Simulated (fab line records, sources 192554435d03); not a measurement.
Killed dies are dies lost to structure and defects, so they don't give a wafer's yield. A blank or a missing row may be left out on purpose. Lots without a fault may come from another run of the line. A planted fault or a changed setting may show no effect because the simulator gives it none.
One fault seen from 3 desks | flow n5_finfet | each desk has only its own numbers; what lay behind them comes last

THE TOOL OWNER'S DESK: litho_track-03
The tool's own readings at N5_BEOL_M12_DEVELOP_09 (develop time 45 s): means of the sampled wafers that have a number, for each lot that ran on this tool. A lot is out of limits, marked OUT, if its mean lies more than 4 standard deviations from the usual mean; the brackets give that distance.
Columns: A = chill_plate_temp_C at N5_BEOL_M12_DEVELOP_09, usual 23.00 C
lot  | first seen here | A
L651 | day 16 03:23    | 23.00
This desk's finding: nothing out of limits on the one lot.

THE DEFECT DESK
What the inspections along the route counted, lot by lot: means of the sampled wafers that have a number. A lot is out of limits, marked OUT, if its mean lies more than 4 standard deviations from the usual mean; the brackets give that distance.
Columns: A = raw_defect_count at N5_BEOL_M11_INSPECT_58, usual 75
lot  | first seen here | A
L638 | day 12 06:34    | 49
L636 | day 12 09:40    | 41
L640 | day 12 14:51    | 86
L641 | day 13 00:50    | 108
L646 | day 15 09:12    | 58
L651 | day 16 02:53    | 73
This desk's finding: nothing out of limits on any of the 6 lots.

THE METROLOGY DESK
What the gauges read, lot by lot, whatever tool the lot ran on: means of the sampled wafers that have a number. A lot is out of limits, marked OUT, if its mean lies more than 4 standard deviations from the usual mean; the brackets give that distance.
Columns: A = M11_RS at N5_BEOL_M11_RS_MEAS_57, usual 0.1505 ohm/sq; B = M12_ILD_THK at N5_BEOL_M12_THK_MEAS_01, usual 658 nm
lot  | first seen here | A      | B
L638 | day 12 06:32    | 0.1469 | 659
L636 | day 12 09:38    | 0.1503 | 663
L640 | day 12 14:49    | 0.1491 | 651
L641 | day 13 00:48    | 0.1491 | 662
L646 | day 15 09:10    | 0.1498 | 652
L651 | day 16 02:52    | 0.1483 | 651
This desk's finding: nothing out of limits on any of the 6 lots.

PUT TOGETHER
The tool owner's desk saw nothing out of limits.
The defect desk saw nothing out of limits.
The metrology desk saw nothing out of limits.

WHAT THE SIMULATOR HAD PUT IN
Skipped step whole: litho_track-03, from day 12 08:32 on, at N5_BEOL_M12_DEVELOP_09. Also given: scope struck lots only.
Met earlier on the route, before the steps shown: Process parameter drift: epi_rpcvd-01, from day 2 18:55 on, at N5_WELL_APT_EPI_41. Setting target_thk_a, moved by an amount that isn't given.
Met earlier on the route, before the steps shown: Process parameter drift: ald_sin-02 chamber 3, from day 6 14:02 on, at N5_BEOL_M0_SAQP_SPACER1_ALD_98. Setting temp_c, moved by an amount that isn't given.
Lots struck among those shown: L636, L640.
